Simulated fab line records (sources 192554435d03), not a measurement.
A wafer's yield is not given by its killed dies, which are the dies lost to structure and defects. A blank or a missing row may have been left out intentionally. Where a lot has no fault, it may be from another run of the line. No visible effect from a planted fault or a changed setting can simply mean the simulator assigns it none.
Split-lot study || flow n5_finfet || on a route of 1938 steps: 7 lots, 39 wafers read

== THE SPLIT ITSELF ==
At N5_MOL_CONTACT_COAG_ALD_131 (deposits SiO2, target thk 5 nm, pulse time 1 s, co reactant pulse time 1 s), the setting ald_cycles was moved away from the recipe's 35 on 9 of the 39 wafers read, by -8.6% to +8.6%. All remaining wafers had this setting at the recipe value.

The reading comes from the split's own step.

== THE READING ==
SiO2_of_MOL_CONTACT_COAG_ALD_131.thk_nm (the simulator's own value, which no gauge read), in nm, at N5_MOL_CONTACT_COAG_ALD_131 (deposits SiO2, target thk 5 nm, pulse time 1 s, co reactant pulse time 1 s). There is no usual value for it anywhere in the file.

{"wafer": "L077.1", "tool, chamber at the split": "ald_sin-04, 1,0,2", "ald_cycles as run": 35, "against the recipe": "recipe", "SiO2_of_MOL_CONTACT_COAG_ALD_131.thk_nm, nm": 5, "against lot-mates on the recipe": "-"}
{"wafer": "L077.2", "tool, chamber at the split": "ald_sin-04, 1,0,2", "ald_cycles as run": 35, "against the recipe": "recipe", "SiO2_of_MOL_CONTACT_COAG_ALD_131.thk_nm, nm": 5, "against lot-mates on the recipe": "-"}
{"wafer": "L077.5", "tool, chamber at the split": "ald_sin-04, 1,0,2", "ald_cycles as run": 35, "against the recipe": "recipe", "SiO2_of_MOL_CONTACT_COAG_ALD_131.thk_nm, nm": 5, "against lot-mates on the recipe": "-"}
{"wafer": "L077.3", "tool, chamber at the split": "ald_sin-04, 2,3,1", "ald_cycles as run": 32, "against the recipe": "-8.6%", "SiO2_of_MOL_CONTACT_COAG_ALD_131.thk_nm, nm": 4.6, "against lot-mates on the recipe": -0.4}
{"wafer": "L077.4", "tool, chamber at the split": "ald_sin-04, 2,3,1", "ald_cycles as run": 32, "against the recipe": "-8.6%", "SiO2_of_MOL_CONTACT_COAG_ALD_131.thk_nm, nm": 4.6, "against lot-mates on the recipe": -0.4}
{"wafer": "L077.6", "tool, chamber at the split": "ald_sin-04, 2,3,1", "ald_cycles as run": 32, "against the recipe": "-8.6%", "SiO2_of_MOL_CONTACT_COAG_ALD_131.thk_nm, nm": 4.6, "against lot-mates on the recipe": -0.4}
{"wafer": "L080.1", "tool, chamber at the split": "ald_sin-03, 1,0,3", "ald_cycles as run": 35, "against the recipe": "recipe", "SiO2_of_MOL_CONTACT_COAG_ALD_131.thk_nm, nm": 5, "against lot-mates on the recipe": "-"}
{"wafer": "L080.5", "tool, chamber at the split": "ald_sin-03, 1,0,3", "ald_cycles as run": 35, "against the recipe": "recipe", "SiO2_of_MOL_CONTACT_COAG_ALD_131.thk_nm, nm": 5, "against lot-mates on the recipe": "-"}
{"wafer": "L080.6", "tool, chamber at the split": "ald_sin-03, 1,0,3", "ald_cycles as run": 35, "against the recipe": "recipe", "SiO2_of_MOL_CONTACT_COAG_ALD_131.thk_nm, nm": 5, "against lot-mates on the recipe": "-"}
{"wafer": "L080.2", "tool, chamber at the split": "ald_sin-03, 0,2,3", "ald_cycles as run": 38, "against the recipe": "+8.6%", "SiO2_of_MOL_CONTACT_COAG_ALD_131.thk_nm, nm": 5.4, "against lot-mates on the recipe": "+0.4"}
{"wafer": "L080.3", "tool, chamber at the split": "ald_sin-03, 0,2,3", "ald_cycles as run": 38, "against the recipe": "+8.6%", "SiO2_of_MOL_CONTACT_COAG_ALD_131.thk_nm, nm": 5.4, "against lot-mates on the recipe": "+0.4"}
{"wafer": "L080.4", "tool, chamber at the split": "ald_sin-03, 0,2,3", "ald_cycles as run": 38, "against the recipe": "+8.6%", "SiO2_of_MOL_CONTACT_COAG_ALD_131.thk_nm, nm": 5.4, "against lot-mates on the recipe": "+0.4"}
{"wafer": "L082.1", "tool, chamber at the split": "ald_sin-04, 3,2,3", "ald_cycles as run": 35, "against the recipe": "recipe", "SiO2_of_MOL_CONTACT_COAG_ALD_131.thk_nm, nm": 5, "against lot-mates on the recipe": "-"}
{"wafer": "L082.2", "tool, chamber at the split": "ald_sin-04, 3,2,3", "ald_cycles as run": 35, "against the recipe": "recipe", "SiO2_of_MOL_CONTACT_COAG_ALD_131.thk_nm, nm": 5, "against lot-mates on the recipe": "-"}
{"wafer": "L082.6", "tool, chamber at the split": "ald_sin-04, 3,2,3", "ald_cycles as run": 35, "against the recipe": "recipe", "SiO2_of_MOL_CONTACT_COAG_ALD_131.thk_nm, nm": 5, "against lot-mates on the recipe": "-"}
{"wafer": "L082.3", "tool, chamber at the split": "ald_sin-04, 1,0,2", "ald_cycles as run": 38, "against the recipe": "+8.6%", "SiO2_of_MOL_CONTACT_COAG_ALD_131.thk_nm, nm": 5.4, "against lot-mates on the recipe": "+0.4"}
{"wafer": "L082.4", "tool, chamber at the split": "ald_sin-04, 1,0,2", "ald_cycles as run": 38, "against the recipe": "+8.6%", "SiO2_of_MOL_CONTACT_COAG_ALD_131.thk_nm, nm": 5.4, "against lot-mates on the recipe": "+0.4"}
{"wafer": "L082.5", "tool, chamber at the split": "ald_sin-04, 1,0,2", "ald_cycles as run": 38, "against the recipe": "+8.6%", "SiO2_of_MOL_CONTACT_COAG_ALD_131.thk_nm, nm": 5.4, "against lot-mates on the recipe": "+0.4"}
{"wafer": "L088.1", "tool, chamber at the split": "ald_sin-04, 1,0,3", "ald_cycles as run": 35, "against the recipe": "recipe", "SiO2_of_MOL_CONTACT_COAG_ALD_131.thk_nm, nm": 5, "against lot-mates on the recipe": "-"}
{"wafer": "L088.2", "tool, chamber at the split": "ald_sin-04, 1,0,3", "ald_cycles as run": 35, "against the recipe": "recipe", "SiO2_of_MOL_CONTACT_COAG_ALD_131.thk_nm, nm": 5, "against lot-mates on the recipe": "-"}
{"wafer": "L088.3", "tool, chamber at the split": "ald_sin-04, 1,0,3", "ald_cycles as run": 35, "against the recipe": "recipe", "SiO2_of_MOL_CONTACT_COAG_ALD_131.thk_nm, nm": 5, "against lot-mates on the recipe": "-"}
{"wafer": "L090.1", "tool, chamber at the split": "ald_sin-03, 1,2,0,3,1,2", "ald_cycles as run": 35, "against the recipe": "recipe", "SiO2_of_MOL_CONTACT_COAG_ALD_131.thk_nm, nm": 5, "against lot-mates on the recipe": "-"}
{"wafer": "L090.2", "tool, chamber at the split": "ald_sin-03, 1,2,0,3,1,2", "ald_cycles as run": 35, "against the recipe": "recipe", "SiO2_of_MOL_CONTACT_COAG_ALD_131.thk_nm, nm": 5, "against lot-mates on the recipe": "-"}
{"wafer": "L090.3", "tool, chamber at the split": "ald_sin-03, 1,2,0,3,1,2", "ald_cycles as run": 35, "against the recipe": "recipe", "SiO2_of_MOL_CONTACT_COAG_ALD_131.thk_nm, nm": 5, "against lot-mates on the recipe": "-"}
{"wafer": "L090.4", "tool, chamber at the split": "ald_sin-03, 1,2,0,3,1,2", "ald_cycles as run": 35, "against the recipe": "recipe", "SiO2_of_MOL_CONTACT_COAG_ALD_131.thk_nm, nm": 5, "against lot-mates on the recipe": "-"}
{"wafer": "L090.5", "tool, chamber at the split": "ald_sin-03, 1,2,0,3,1,2", "ald_cycles as run": 35, "against the recipe": "recipe", "SiO2_of_MOL_CONTACT_COAG_ALD_131.thk_nm, nm": 5, "against lot-mates on the recipe": "-"}
{"wafer": "L090.6", "tool, chamber at the split": "ald_sin-03, 1,2,0,3,1,2", "ald_cycles as run": 35, "against the recipe": "recipe", "SiO2_of_MOL_CONTACT_COAG_ALD_131.thk_nm, nm": 5, "against lot-mates on the recipe": "-"}
{"wafer": "L091.1", "tool, chamber at the split": "ald_sin-01, 2,0,1,3,3,2", "ald_cycles as run": 35, "against the recipe": "recipe", "SiO2_of_MOL_CONTACT_COAG_ALD_131.thk_nm, nm": 5, "against lot-mates on the recipe": "-"}
{"wafer": "L091.2", "tool, chamber at the split": "ald_sin-01, 2,0,1,3,3,2", "ald_cycles as run": 35, "against the recipe": "recipe", "SiO2_of_MOL_CONTACT_COAG_ALD_131.thk_nm, nm": 5, "against lot-mates on the recipe": "-"}
{"wafer": "L091.3", "tool, chamber at the split": "ald_sin-01, 2,0,1,3,3,2", "ald_cycles as run": 35, "against the recipe": "recipe", "SiO2_of_MOL_CONTACT_COAG_ALD_131.thk_nm, nm": 5, "against lot-mates on the recipe": "-"}
{"wafer": "L091.4", "tool, chamber at the split": "ald_sin-01, 2,0,1,3,3,2", "ald_cycles as run": 35, "against the recipe": "recipe", "SiO2_of_MOL_CONTACT_COAG_ALD_131.thk_nm, nm": 5, "against lot-mates on the recipe": "-"}
{"wafer": "L091.5", "tool, chamber at the split": "ald_sin-01, 2,0,1,3,3,2", "ald_cycles as run": 35, "against the recipe": "recipe", "SiO2_of_MOL_CONTACT_COAG_ALD_131.thk_nm, nm": 5, "against lot-mates on the recipe": "-"}
{"wafer": "L091.6", "tool, chamber at the split": "ald_sin-01, 2,0,1,3,3,2", "ald_cycles as run": 35, "against the recipe": "recipe", "SiO2_of_MOL_CONTACT_COAG_ALD_131.thk_nm, nm": 5, "against lot-mates on the recipe": "-"}
{"wafer": "L093.1", "tool, chamber at the split": "ald_sin-03, 1,2,3,3,2,1", "ald_cycles as run": 35, "against the recipe": "recipe", "SiO2_of_MOL_CONTACT_COAG_ALD_131.thk_nm, nm": 5, "against lot-mates on the recipe": "-"}
{"wafer": "L093.2", "tool, chamber at the split": "ald_sin-03, 1,2,3,3,2,1", "ald_cycles as run": 35, "against the recipe": "recipe", "SiO2_of_MOL_CONTACT_COAG_ALD_131.thk_nm, nm": 5, "against lot-mates on the recipe": "-"}
{"wafer": "L093.3", "tool, chamber at the split": "ald_sin-03, 1,2,3,3,2,1", "ald_cycles as run": 35, "against the recipe": "recipe", "SiO2_of_MOL_CONTACT_COAG_ALD_131.thk_nm, nm": 5, "against lot-mates on the recipe": "-"}
{"wafer": "L093.4", "tool, chamber at the split": "ald_sin-03, 1,2,3,3,2,1", "ald_cycles as run": 35, "against the recipe": "recipe", "SiO2_of_MOL_CONTACT_COAG_ALD_131.thk_nm, nm": 5, "against lot-mates on the recipe": "-"}
{"wafer": "L093.5", "tool, chamber at the split": "ald_sin-03, 1,2,3,3,2,1", "ald_cycles as run": 35, "against the recipe": "recipe", "SiO2_of_MOL_CONTACT_COAG_ALD_131.thk_nm, nm": 5, "against lot-mates on the recipe": "-"}
{"wafer": "L093.6", "tool, chamber at the split": "ald_sin-03, 1,2,3,3,2,1", "ald_cycles as run": 35, "against the recipe": "recipe", "SiO2_of_MOL_CONTACT_COAG_ALD_131.thk_nm, nm": 5, "against lot-mates on the recipe": "-"}
Rows listing several chambers each stand for several wafers; the file does not say which wafer went through which chamber.

FIT RESULTS
A straight line over all 39 wafers: SiO2_of_MOL_CONTACT_COAG_ALD_131.thk_nm changes by +0.0467 nm for each +1% of ald_cycles; r = +1.00; the points scatter about the line by 0 nm.
The same after taking each lot's own level away (the mean of its wafers on the recipe; 39 wafers): +0.0467 nm for each +1%; r = +1.00; scatter 0 nm.
The reading moves by 0.4 nm for the largest change in ald_cycles, on that fit.
The lots' own levels span 5.00 to 5.00 nm.
The two slopes are in agreement: the lot-to-lot level therefore moves the slope only a little.
Check: with one of the wafers moved furthest among these (-8.6%) left out of the fit, the line predicts -0.4 nm for it against its lot-mates. It came out at -0.4 nm against them.

== FURTHER SPLITS ON THESE WAFERS ==
Before the reading, these wafers also passed through other splits. Each is held against what the fit with the lots' levels taken away leaves over:
{"other split on the same wafers": "N5_FIN_CUT_CUT_ETCH_15 time_s", "wafers away from the commonest value": 12, "r with SiO2_of_MOL_CONTACT_COAG_ALD_131.thk_nm (lot level and that fit taken away)": -0.14}
{"other split on the same wafers": "N5_DUMMY_GATE_HM_DEP_06 target_thk_a", "wafers away from the commonest value": 30, "r with SiO2_of_MOL_CONTACT_COAG_ALD_131.thk_nm (lot level and that fit taken away)": -0.17}
{"other split on the same wafers": "N5_DUMMY_GATE_EXPOSE_12 dose_mj", "wafers away from the commonest value": 18, "r with SiO2_of_MOL_CONTACT_COAG_ALD_131.thk_nm (lot level and that fit taken away)": -0.09}
{"other split on the same wafers": "N5_DUMMY_GATE_ETCH_42 bias_w", "wafers away from the commonest value": 12, "r with SiO2_of_MOL_CONTACT_COAG_ALD_131.thk_nm (lot level and that fit taken away)": "+0.07"}

== FILE'S OWN FIT ==
SiO2_of_MOL_CONTACT_COAG_ALD_131.thk_nm changes by +0.0467 nm for each +1% of ald_cycles, r = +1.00.
